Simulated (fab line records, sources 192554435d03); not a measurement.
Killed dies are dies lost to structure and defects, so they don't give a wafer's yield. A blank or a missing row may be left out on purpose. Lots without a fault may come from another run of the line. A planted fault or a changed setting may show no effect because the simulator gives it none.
fab line records | flow n5_finfet
record lots=7 wafers=21
route steps=1938 shown SD_EPI_N@288 SD_EPI_P@321 SD_ACTIVATION@330 SDB@348 HKMG_FIN@428 MOL_CONTACT_COAG@563
start_h: hours from the record's first day to the start of the lot's first wafer shown | wait_h: hours since the lot's step before | " the same as in the row above | L1.1+2: a row that stands for several wafers | - no value, or no start given | * or withheld: withheld | < > ~ a bound
route shown NAME@n: a module of which the file shows steps, and the number in the route of the first | usual: mean/standard deviation of fault-free wafers | same: alike in all rows | chamber/n: place in a boat | sites: the reading at each site | _std_site: their standard deviation | _edge_site: outer sites' mean less inner sites' | radius_mm: how far each site lies from the wafer's centre | mask NAME#n: copy n | behind: the tool/chamber that last shaped the wafer | hold: why the lot was held/for how many hours/how that ended | device: the transistor (n, p or np) that didn't switch | end of line: the same wafers' tests at the end of the route | a step without rows: its recipe alone | killed: dies lost to structure and defects at the first sort, not the wafer's yield | map: a wafer's dies, x killed, . not, _ none there
set.NAME: the setting as run; set.NAME@STEP: as run at that earlier step | model.NAME: the simulator's own value behind a step, which no gauge read
lots whose settings were changed on purpose; a table a step, a row a wafer
## steps
# step N5_SD_EPI_N_EPI_21
# recipe material=Si:P dopant=P temp_c=680 pressure_torr=255 time_s=690
# columns lot.wafer tool chamber start_h wait_h set.epi_growth_time_s model.Si-P_of_SD_EPI_N_EPI_21.thk_nm
L083.2 epi_rpcvd-03 0 105.14 0.4 639.1 56.8
L083.5 " 0 " " 639.1 56.6
L083.6 " 0 " " 690 59.4
L084.2 epi_rpcvd-04 0 114.23 0.4 664.9 57.2
L084.4 " 0 " " 690 59
L084.5 " 0 " " 664.9 56.6
L086.1 epi_rpcvd-04 0 124.69 0.1 690 60.2
L086.4 " 0 " " 690 59.8
L086.6 " 0 " " 690 59.2
L089.1 epi_rpcvd-01 0 140.90 0.2 690 58
L089.4 " 0 142.02 1.2 690 58.2
L089.5 " 0 " " 690 58.8
L091.1 epi_rpcvd-03 0 151.54 0.1 690 58.6
L091.2 " 0 " " 690 59.6
L091.3 " 0 " " 690 58.8
L093.1 epi_rpcvd-03 0 164.20 0.1 713.7 59.2
L093.4 " 0 " " 690 58
L093.6 " 0 " " 713.7 59.4
L096.4 epi_rpcvd-04 0 185.62 0.9 752.3 63.6
L096.5 " 0 " " 752.3 63.8
L096.6 " 0 " " 690 59.2
# step N5_SD_EPI_N_EPI_MEAS_23
# recipe mode=xrd
# usual thk_nm=58.7/1.2
# columns lot.wafer tool chamber start_h wait_h set.epi_growth_time_s@SD_EPI_N_EPI_21 thk_nm
L083.2 film_metro-01 - 106.59 1.2 639.1 55.1
L083.5 " - " " 639.1 55.5
L083.6 " - " " 690 58.8
L084.2 film_metro-01 - 115.67 1.2 664.9 56.0
L084.4 " - " " 690 59.0
L084.5 " - " " 664.9 56.3
L086.1 film_metro-01 - 126.41 1.4 690 60.2
L086.4 " - " " 690 58.6
L086.6 " - " " 690 59.5
L089.1 film_metro-01 - 143.20 1.9 690 58.6
L089.4 " - " " 690 57.4
L089.5 " - " " 690 59.2
L091.1 film_metro-01 - 153.25 1.4 690 58.9
L091.2 " - " " 690 57.5
L091.3 " - " " 690 59.2
L093.1 film_metro-02 - 165.92 1.4 713.7 58.9
L093.4 " - " " 690 56.2
L093.6 " - " " 713.7 58.5
L096.4 film_metro-02 - 186.50 0.6 752.3 64.4
L096.5 " - " " 752.3 64.1
L096.6 " - " " 690 59.4
# step N5_SD_EPI_N_PRECLEAN_24
# recipe chemistry=O3/DIW time_s=60 temp_c=22 o3_ppm=10
# columns lot.wafer tool chamber start_h wait_h set.epi_growth_time_s@SD_EPI_N_EPI_21 model.Si-P_of_SD_EPI_N_EPI_21.thk_nm
L083.2+5 wet_bench-05 3,6 106.63 0.0 639.1 56.4
L083.6 " 2 " " 690 59
L084.2 wet_bench-01 6 115.70 0.0 664.9 56.8
L084.4 " 2 " " 690 58.6
L084.5 " 5 " " 664.9 56.2
L086.1 wet_bench-05 7 126.44 0.0 690 59.8
L086.4 " 3 " " 690 59.4
L086.6 " 4 " " 690 58.8
L089.1 wet_bench-05 2 143.23 0.0 690 57.6
L089.4 " 1 " " 690 57.8
L089.5 " 4 " " 690 58.4
L091.1 wet_bench-01 5 153.30 0.0 690 58.2
L091.2 " 4 " " 690 59.2
L091.3 " 2 " " 690 58.4
L093.1 wet_bench-05 2 165.95 0.0 713.7 58.8
L093.4 " 1 " " 690 57.6
L093.6 " 6 " " 713.7 59
L096.4 wet_bench-01 3 186.53 0.0 752.3 63
L096.5 " 4 " " 752.3 63.2
L096.6 " 0 " " 690 58.8
# step N5_SD_EPI_N_SRD_25
# recipe time_s=30 temp_c=23 rinse_liquid=diw dry=ipa_marangoni
# step N5_SD_EPI_N_PRECLEAN_49
# recipe chemistry=NF3:NH3 afs_cycles=1 temp_c=30 time_s=20 sublimation_temp_c=180 sublimation_time_s=60 pressure_torr=3 rf_power_w=30
# step N5_SD_EPI_P_EPI_21
# recipe material=SiGe:B dopant=B temp_c=550 pressure_torr=20 ambient=H2 time_s=355
# step N5_SD_EPI_P_HM_STRIP_48
# recipe chemistry=H3PO4 temp_c=160 material=SiNx target=SiNx target_depth_a=30 overetch_fraction=0.3
# columns lot.wafer tool chamber start_h wait_h set.epi_growth_time_s@SD_EPI_N_EPI_21 model.Si-P_of_SD_EPI_N_EPI_21.thk_nm
L083.2 wet_bench-04 5 112.46 0.0 639.1 56.2
L083.5 " 1 " " 639.1 56
L083.6 " 7 " " 690 58.6
L084.2 wet_bench-03 2 120.30 0.0 664.9 56.6
L084.4 " 0 " " 690 58.2
L084.5 " 7 " " 664.9 56
L086.1 wet_bench-02 2 131.02 0.0 690 59.6
L086.4 " 3 " " 690 59
L086.6 " 1 " " 690 58.4
L089.1 wet_bench-03 6 147.83 0.0 690 57.4
L089.4 " 2 " " 690 57.6
L089.5 " 1 " " 690 58
L091.1 wet_bench-04 3 159.60 0.0 690 57.8
L091.2 " 1 " " 690 58.8
L091.3 " 2 " " 690 58.2
L093.1 wet_bench-02 1 170.67 0.0 713.7 58.4
L093.4 " 3 " " 690 57.4
L093.6 " 5 " " 713.7 58.6
L096.4 wet_bench-04 1 191.26 0.0 752.3 62.8
L096.5 " 5 " " 752.3 63
L096.6 " 7 " " 690 58.6
# step N5_SD_EPI_P_SRD_49
# recipe dry=ipa_marangoni time_s=30 temp_c=23 rinse_liquid=diw
# step N5_SD_EPI_P_PRECLEAN_24
# recipe chemistry=O3/DIW time_s=45 temp_c=22 o3_ppm=10
# step N5_SD_ACTIVATION_RTA_00
# recipe temp_c=975 time_s=0 ambient=N2 idle_temp_c=600 ramp_up_c_per_s=150 ramp_down_c_per_s=60 cool_to_c=600
# step N5_SD_ACTIVATION_LSA_01
# recipe temp_c=1080 time_s=0.0008 ambient=N2
# step N5_SD_ACTIVATION_RS_MEAS_03
# recipe thk_meas_gauge=four-point-probe
# usual RS_SD_N=21.94/0.27 RS_SD_P=56.2/0.91
# columns lot.wafer tool chamber start_h wait_h set.epi_growth_time_s@SD_EPI_N_EPI_21 RS_SD_N[ohm/sq] RS_SD_P[ohm/sq]
L083.2 film_metro-01 - 113.05 0.2 639.1 22.87 56.0
L083.5 " - " " 639.1 22.79 56.2
L083.6 " - " " 690 21.88 56.5
L084.2 film_metro-02 - 121.00 0.2 664.9 22.54 55.4
L084.4 " - " " 690 21.84 54.4
L084.5 " - " " 664.9 22.80 55.7
L086.1 film_metro-02 - 131.59 0.2 690 21.73 57.4
L086.4 " - " " 690 21.85 56.6
L086.6 " - " " 690 22.29 57.3
L089.1 film_metro-01 - 148.44 0.2 690 22.29 58.0
L089.4 " - " " 690 22.25 56.7
L089.5 " - " " 690 21.96 57.0
L091.1 film_metro-02 - 160.17 0.2 690 22.20 54.4
L091.2 " - " " 690 21.85 55.2
L091.3 " - " " 690 21.87 54.6
L093.1 film_metro-01 - 171.24 0.2 713.7 21.99 57.9
L093.4 " - " " 690 22.25 57.2
L093.6 " - " " 713.7 21.97 58.8
L096.4 film_metro-02 - 191.89 0.1 752.3 20.20 57.0
L096.5 " - " " 752.3 20.17 55.9
L096.6 " - " " 690 21.63 56.8
# step N5_SDB_COAT_03
# recipe resist=SOC temp_c=250 time_s=60 spin_rpm=1500 resist_thk_nm=100
# columns lot.wafer tool chamber start_h wait_h set.spin_rpm model.SOC_of_SDB_COAT_03.thk_nm
L083.2 litho_track-03 0 120.46 0.1 1500 100.4
L083.5 " 0 " " 1500 100.2
L083.6 " 0 " " 1500 100
L084.2 litho_track-05 0 127.69 0.1 1500 99.8
L084.4 " 0 " " 1434 102.4
L084.5 " 0 " " 1500 100
L086.1 litho_track-05 0 138.29 0.1 1500 99.4
L086.4+6 " 0 " " 1500 99.6
L089.1 litho_track-05 0 156.32 0.1 1446 102
L089.4 " 0 " " 1500 100.2
L089.5 " 0 " " 1500 100.4
L091.1 litho_track-05 0 166.92 0.1 1500 100.2
L091.2+3 " 0 " " 1414 103.2
L093.1 litho_track-05 0 177.99 0.1 1500 100.2
L093.4 " 0 " " 1457 101.6
L093.6 " 0 " " 1457 102
L096.4+5 litho_track-03 0 198.56 0.0 1590 96.8
L096.6 " 0 " " 1500 100
# step N5_SDB_ETCH_17
# recipe chemistry=CF4 target=SiARC target_depth_a=234 mask_material=CAR-ArF time_s=39 ion_energy_ev=80 pressure_mtorr=40 source_w=545 bias_w=36 Ar_flow_sccm=100 cf4_flow_sccm=100 ends=cleared
# columns lot.wafer tool chamber start_h wait_h set.cf4_flow_sccm
L083.2+5+6 rie_diel-05 3,3,0 121.25 0.0 100
L084.2 rie_diel-03 2 128.05 0.0 78.98
L084.4+5 " 2,0 " " 100
L086.1+4+6 rie_diel-05 0,1,0 138.79 0.0 100
L089.1+4+5 rie_diel-06 0,3,0 156.99 0.0 89.48
L091.1+2 rie_diel-05 3,0 167.44 0.0 86.67
L091.3 " 2 " " 100
L093.1+4+6 rie_diel-06 1,3,1 178.56 0.0 100
L096.4+5+6 rie_diel-05 3,1,0 199.16 0.0 100
# step N5_SDB_ETCH_18
# recipe chemistry=N2/H2 target=SOC target_depth_a=1000 overetch_a=200 mask_material=SiARC temp_c=40 time_s=150 ion_energy_ev=200 pressure_mtorr=30 source_w=840 bias_w=150 n2_flow_sccm=200 h2_flow_sccm=200
# columns lot.wafer tool chamber start_h wait_h set.spin_rpm@SDB_COAT_03 model.etch.depth_nm
L083.2 rie_diel-05 3 121.28 0.0 1500 100.3
L083.5 " 3 " " 1500 100.2
L083.6 " 0 " " 1500 100.1
L084.2 rie_diel-03 2 128.09 0.0 1500 99.77
L084.4 " 2 " " 1434 102.4
L084.5 " 0 " " 1500 99.95
L086.1 rie_diel-05 0 138.82 0.0 1500 99.45
L086.4 " 1 " " 1500 99.65
L086.6 " 0 " " 1500 99.58
L089.1 rie_diel-06 0 157.02 0.0 1446 102.1
L089.4 " 3 " " 1500 100.2
L089.5 " 0 " " 1500 100.4
L091.1 rie_diel-05 3 167.47 0.0 1500 100.2
L091.2 " 0 " " 1414 103.1
L091.3 " 2 " " 1414 103.2
L093.1 rie_diel-06 1 178.60 0.0 1500 100.2
L093.4 " 3 " " 1457 101.6
L093.6 " 1 " " 1457 102
L096.4 rie_diel-05 3 199.19 0.0 1590 96.78
L096.5 " 1 " " 1590 96.88
L096.6 " 0 " " 1500 100
# step N5_SDB_STRIP_19
# recipe chemistry=N2/H2 temp_c=40 n2_flow_sccm=200 h2_flow_sccm=200 rf_frequency_hz=6e+07
# step N5_SDB_STRIP_21
# recipe chemistry=CF4 resist=SiARC power_w=300 bias_power_w=75 pressure_mtorr=50 cf4_flow_sccm=150 rf_frequency_hz=6e+07
# step N5_SDB_HM_OPEN_20
# recipe chemistry=CH3F/O2 target=SiNx mask_material=SOC target_depth_a=240 stop_on=poly-Si over_etch_frac=0.4 ion_energy_ev=120 pressure_mtorr=30 source_w=395 bias_w=73 Ar_flow_sccm=150 CH3F_flow_sccm=30 O2_flow_sccm=20
# columns lot.wafer tool chamber start_h wait_h set.spin_rpm@SDB_COAT_03 model.SOC_of_SDB_COAT_03.thk_nm
L083.2 rie_diel-05 3 121.44 0.0 1500 84
L083.5 " 3 " " 1500 83.8
L083.6 " 0 " " 1500 84.2
L084.2+5 rie_diel-03 2,0 128.25 0.0 1500 83.8
L084.4 " 2 " " 1434 86.4
L086.1 rie_diel-05 0 138.98 0.0 1500 83.2
L086.4 " 1 " " 1500 83.6
L086.6 " 0 " " 1500 83.4
L089.1 rie_diel-06 0 157.18 0.0 1446 86.2
L089.4 " 3 " " 1500 84.2
L089.5 " 0 " " 1500 84.6
L091.1 rie_diel-05 3 167.63 0.0 1500 83.6
L091.2+3 " 0,2 " " 1414 87.2
L093.1 rie_diel-06 1 178.75 0.0 1500 84.2
L093.4 " 3 " " 1457 85.8
L093.6 " 1 " " 1457 86
L096.4 rie_diel-05 3 199.35 0.0 1590 80
L096.5 " 1 " " 1590 81
L096.6 " 0 " " 1500 84
# step N5_SDB_STRIP_22
# recipe chemistry=N2/H2 power_w=1000 temp_c=250 h2_frac=0.65 overash_fraction=0.3 pressure_mtorr=withheld n2_flow_sccm=1750 h2_flow_sccm=3250
# usual strip_time_to_endpoint_s=96.1/0.45
# columns lot.wafer tool chamber start_h wait_h set.spin_rpm@SDB_COAT_03 strip_time_to_endpoint_s
L083.2 plasma_asher-01 1 121.52 0.1 1500 96.2
L083.5 " 1 " " 1500 96.0
L083.6 " 0 " " 1500 96.3
L084.2 plasma_asher-01 1 128.33 0.1 1500 95.9
L084.4 " 0 " " 1434 98.5
L084.5 " 0 " " 1500 96.0
L086.1 plasma_asher-01 0 139.08 0.1 1500 95.5
L086.4 " 0 " " 1500 95.9
L086.6 " 0 " " 1500 95.6
L089.1 plasma_asher-01 1 157.26 0.1 1446 98.3
L089.4 " 1 " " 1500 96.5
L089.5 " 0 " " 1500 96.8
L091.1 plasma_asher-02 0 167.71 0.1 1500 95.9
L091.2 " 1 " " 1414 99.2
L091.3 " 0 " " 1414 99.1
L093.1 plasma_asher-01 0 178.84 0.1 1500 96.4
L093.4 " 1 " " 1457 97.9
L093.6 " 0 " " 1457 98.0
L096.4 plasma_asher-01 0 199.47 0.1 1590 92.5
L096.5 " 1 " " 1590 93.4
L096.6 " 0 " " 1500 96.2
# step N5_HKMG_FIN_PEB_10
# recipe peb_temp_c=withheld peb_time_s=60 resist=CAR-ArF
# columns lot.wafer tool chamber start_h wait_h set.peb_time_s
L083.2+6 litho_track-04 0 130.04 0.0 60
L083.5 " 0 " " 72.19
L084.2+4 litho_track-03 0 137.63 0.0 49.59
L084.5 " 0 " " 60
L086.1+4+6 litho_track-04 0 147.61 0.1 60
L089.1+4 litho_track-03 0 168.34 0.1 60
L089.5 " 0 " " 66.7
L091.1+2+3 litho_track-03 0 176.43 0.1 60
L093.1+4+6 litho_track-01 0 187.78 0.1 60
L096.4+5+6 litho_track-03 0 208.51 0.0 60
# step N5_HKMG_FIN_DEVELOP_11
# recipe develop_time_s=30 developer=TMAH resist=CAR-ArF dev_temp_c=23 rinse_liquid=diw dry=air_spin
# step N5_HKMG_FIN_CD_MEAS_12
# recipe target_cd_nm=92.8 landing_energy_ev=500 detector=se_inlens
# usual cd_nm=93.1/0.7
# columns lot.wafer tool chamber start_h wait_h set.peb_time_s@HKMG_FIN_PEB_10 cd_nm
L083.2 cd_sem-01 0 130.11 - 60 94.4
L083.5 " 0 " " 72.19 99.3
L083.6 " 0 " " 60 94.3
L084.2 cd_sem-01 0 137.70 - 49.59 83.1
L084.4 " 0 " " 49.59 85.5
L084.5 " 0 " " 60 92.0
L086.1 cd_sem-02 0 147.68 - 60 92.5
L086.4 " 0 " " 60 93.4
L086.6 " 0 " " 60 93.2
L089.1 cd_sem-01 0 168.41 - 60 94.7
L089.4 " 0 " " 60 92.3
L089.5 " 0 " " 66.7 96.8
L091.1 cd_sem-01 0 176.50 - 60 93.8
L091.2 " 0 " " 60 93.4
L091.3 " 0 " " 60 93.6
L093.1 cd_sem-02 0 187.85 - 60 91.9
L093.4 " 0 " " 60 88.7
L093.6 " 0 " " 60 93.0
L096.4 cd_sem-02 0 208.57 - 60 93.0
L096.5 " 0 " " 60 93.8
L096.6 " 0 " " 60 93.4
# step N5_HKMG_FIN_COAT_66
# recipe resist=SOC temp_c=250 time_s=60 spin_rpm=1500 resist_thk_nm=300
# columns lot.wafer tool chamber start_h wait_h set.spin_rpm model.SOC_of_HKMG_FIN_COAT_66.thk_nm
L083.2 litho_track-01 0 132.54 0.2 1445 305.8
L083.5 " 0 " " 1445 306.4
L083.6 " 0 " " 1500 300.4
L084.2 litho_track-01 0 140.12 0.2 1500 300.2
L084.4 " 0 " " 1500 300
L084.5 " 0 " " 1635 287.6
L086.1 litho_track-04 0 150.42 0.2 1500 299.4
L086.4 " 0 " " 1500 299.6
L086.6 " 0 " " 1500 299.8
L089.1 litho_track-03 0 171.52 0.2 1600 290.6
L089.4 " 0 " " 1500 300
L089.5 " 0 " " 1500 299.6
L091.1 litho_track-04 0 178.91 0.2 1500 301
L091.2 " 0 " " 1607 290.4
L091.3 " 0 " " 1500 300.6
L093.1 litho_track-04 0 190.32 0.2 1500 301
L093.4 " 0 " " 1573 293.6
L093.6 " 0 " " 1573 293.8
L096.4 litho_track-01 0 211.00 0.2 1417 310.2
L096.5 " 0 " " 1500 299.8
L096.6 " 0 " " 1500 300.4
# step N5_MOL_CONTACT_COAG_PECVD_31
# recipe material=SiO2 target_thk_a=460 temp_c=400 precursor=TEOS/O2 pressure_torr=6.5 rf_w=withheld teos_flow_sccm=withheld gas=O2 flow_sccm=2650 time_s=8.9
# columns lot.wafer tool chamber start_h wait_h set.time_s model.SiO2_of_MOL_CONTACT_COAG_PECVD_31.thk_nm
L083.2 pecvd-02 0 152.09 0.3 8.9 45.4
L083.5 " 2 " " 9.664 49
L083.6 " 1 " " 9.664 49.6
L084.2 pecvd-04 2 158.88 0.3 8.005 40.2
L084.4 " 1 " " 8.005 41.6
L084.5 " 2 " " 8.9 46
L086.1 pecvd-04 1 169.98 0.3 8.9 45.8
L086.4 " 0 " " 8.9 45.4
L086.6 " 2 " " 8.9 46.2
L089.1 pecvd-04 1 189.57 0.3 8.9 45.6
L089.4 " 2 " " 8.9 46
L089.5 " 1 " " 9.548 49.6
L091.1 pecvd-01 1 198.74 0.3 8.9 45
L091.2 " 2 " " 8.9 44.6
L091.3 " 0 " " 10.12 51
L093.1 pecvd-02 0 209.99 0.3 8.141 41
L093.4 " 2 " " 8.9 45.6
L093.6 " 2 " " 8.9 46.2
L096.4 pecvd-04 2 231.57 0.3 8.9 47.2
L096.5 " 1 " " 8.9 46.6
L096.6 " 0 " " 9.401 48.6
# step N5_MOL_CONTACT_COAG_COAT_75
# recipe resist=SOC temp_c=250 time_s=60 spin_rpm=1500 resist_thk_nm=60
# step N5_MOL_CONTACT_COAG_COAT_76
# recipe resist=SiARC temp_c=220 time_s=60 spin_rpm=1500 resist_thk_nm=10
# step N5_MOL_CONTACT_COAG_ETCHBACK_135
# recipe chemistry=CHF3 target=SiO2 target_depth_a=250 time_s=16.7 ion_energy_ev=200 pressure_mtorr=30 source_w=610 bias_w=170 Ar_flow_sccm=200 CHF3_flow_sccm=50
# step N5_MOL_CONTACT_COAG_STRIP_118
# recipe chemistry=CHF3 resist=SiARC rf_frequency_hz=6e+07
# step N5_MOL_CONTACT_COAG_VIA_ETCH_46
# recipe chemistry=C4F6/O2 target_depth_a=460 overetch_a=92 mask_material=SOC target=SiO2 bias_w=455 pressure_mtorr=10 time_s=40 source_w=325 Ar_flow_sccm=300 C4F6_flow_sccm=10 O2_flow_sccm=10 ion_energy_ev=575.3 ends=end_point
# columns lot.wafer tool chamber start_h wait_h set.time_s@MOL_CONTACT_COAG_PECVD_31 model.etch.depth_nm
L083.2 rie_diel-05 0 153.33 0.0 8.9 45.43
L083.5 " 2 " " 9.664 48.97
L083.6 " 3 " " 9.664 49.67
L084.2 rie_diel-06 1 159.81 0.0 8.005 40.29
L084.4 " 3 " " 8.005 41.61
L084.5 " 0 " " 8.9 45.99
L086.1 rie_diel-06 0 171.43 0.0 8.9 45.73
L086.4 " 0 " " 8.9 45.48
L086.6 " 3 " " 8.9 46.29
L089.1 rie_diel-05 2 191.47 0.0 8.9 45.52
L089.4 " 3 " " 8.9 45.95
L089.5 " 1 " " 9.548 49.5
L091.1 rie_diel-05 1 199.81 0.0 8.9 45.09
L091.2 " 2 " " 8.9 44.55
L091.3 " 0 " " 10.12 51.05
L093.1 rie_diel-03 0 211.06 0.0 8.141 41.1
L093.4 " 2 " " 8.9 45.52
L093.6 " 0 " " 8.9 46.2
L096.4 rie_diel-06 1 233.02 0.0 8.9 47.14
L096.5 " 2 " " 8.9 46.65
L096.6 " 3 " " 9.401 48.5
# step N5_MOL_CONTACT_COAG_STRIP_96
# recipe chemistry=N2/H2 power_w=500 temp_c=40 pressure_mtorr=50 rf_frequency_hz=6e+07 overash_fraction=0.3 bias_power_w=28 h2_frac=0.5 n2_flow_sccm=300 h2_flow_sccm=300
# step N5_MOL_CONTACT_COAG_ETCH_47
# recipe chemistry=CH3F/O2 target=SiNx target_depth_a=270 mask_material=SiO2 stop_on=W over_etch_frac=0.2 ion_energy_ev=120 endpoint=OES-CN pressure_mtorr=30 source_w=395 bias_w=73 Ar_flow_sccm=150 CH3F_flow_sccm=30 O2_flow_sccm=20 ends=end_point
# columns lot.wafer tool chamber start_h wait_h set.time_s@MOL_CONTACT_COAG_PECVD_31 model.SiO2_of_MOL_CONTACT_COAG_PECVD_31.thk_nm
L083.2 rie_diel-05 0 153.43 0.0 8.9 43.6
L083.5 " 2 " " 9.664 47.2
L083.6 " 3 " " 9.664 47.8
L084.2 rie_diel-06 1 159.91 0.0 8.005 38.6
L084.4 " 3 " " 8.005 39.8
L084.5 " 0 " " 8.9 44.2
L086.1 rie_diel-06 0 171.53 0.0 8.9 44
L086.4 " 0 " " 8.9 43.6
L086.6 " 3 " " 8.9 44.6
L089.1 rie_diel-05 2 191.58 0.0 8.9 43.8
L089.4 " 3 " " 8.9 44.2
L089.5 " 1 " " 9.548 47.6
L091.1 rie_diel-05 1 199.91 0.0 8.9 43.4
L091.2 " 2 " " 8.9 42.8
L091.3 " 0 " " 10.12 49.2
L093.1 rie_diel-03 0 211.17 0.0 8.141 39.4
L093.4 " 2 " " 8.9 43.8
L093.6 " 0 " " 8.9 44.4
L096.4 rie_diel-06 1 233.13 0.0 8.9 45.4
L096.5 " 2 " " 8.9 44.8
L096.6 " 3 " " 9.401 46.8
## key
split step=N5_SD_EPI_N_EPI_21 setting=epi_growth_time_s stated=690 by=wafer
response step=N5_SD_EPI_N_EPI_21 reading=model.Si-P_of_SD_EPI_N_EPI_21.thk_nm change=+0.451 per=1% r=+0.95
response step=N5_SD_EPI_N_EPI_MEAS_23 reading=thk_nm change=* per=1% r=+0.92
response step=N5_SD_EPI_N_PRECLEAN_24 reading=model.Si-P_of_SD_EPI_N_EPI_21.thk_nm change=+0.436 per=1% r=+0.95
response step=N5_SD_EPI_P_HM_STRIP_48 reading=model.Si-P_of_SD_EPI_N_EPI_21.thk_nm change=+0.422 per=1% r=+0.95
response step=N5_SD_ACTIVATION_RS_MEAS_03 reading=RS_SD_N change=-0.149 per=1% r=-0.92
split step=N5_SDB_COAT_03 setting=spin_rpm stated=1500 by=wafer
response step=N5_SDB_COAT_03 reading=model.SOC_of_SDB_COAT_03.thk_nm change=-0.531 per=1% r=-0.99
response step=N5_SDB_ETCH_18 reading=model.etch.depth_nm change=-0.533 per=1% r=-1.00
response step=N5_SDB_HM_OPEN_20 reading=model.SOC_of_SDB_COAT_03.thk_nm change=-0.589 per=1% r=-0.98
response step=N5_SDB_STRIP_22 reading=strip_time_to_endpoint_s change=* per=1% r=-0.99
split step=N5_SDB_ETCH_17 setting=cf4_flow_sccm stated=100 by=wafer
response none clear
split step=N5_HKMG_FIN_PEB_10 setting=peb_time_s stated=60 by=wafer
response step=N5_HKMG_FIN_CD_MEAS_12 reading=cd_nm change=+0.322 per=1% r=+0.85
split step=N5_HKMG_FIN_COAT_66 setting=spin_rpm stated=1500 by=wafer
response step=N5_HKMG_FIN_COAT_66 reading=model.SOC_of_HKMG_FIN_COAT_66.thk_nm change=-1.48 per=1% r=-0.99
split step=N5_MOL_CONTACT_COAG_PECVD_31 setting=time_s stated=8.9 by=wafer
response step=N5_MOL_CONTACT_COAG_PECVD_31 reading=model.SiO2_of_MOL_CONTACT_COAG_PECVD_31.thk_nm change=+0.478 per=1% r=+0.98
response step=N5_MOL_CONTACT_COAG_VIA_ETCH_46 reading=model.etch.depth_nm change=+0.474 per=1% r=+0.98
response step=N5_MOL_CONTACT_COAG_ETCH_47 reading=model.SiO2_of_MOL_CONTACT_COAG_PECVD_31.thk_nm change=+0.468 per=1% r=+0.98
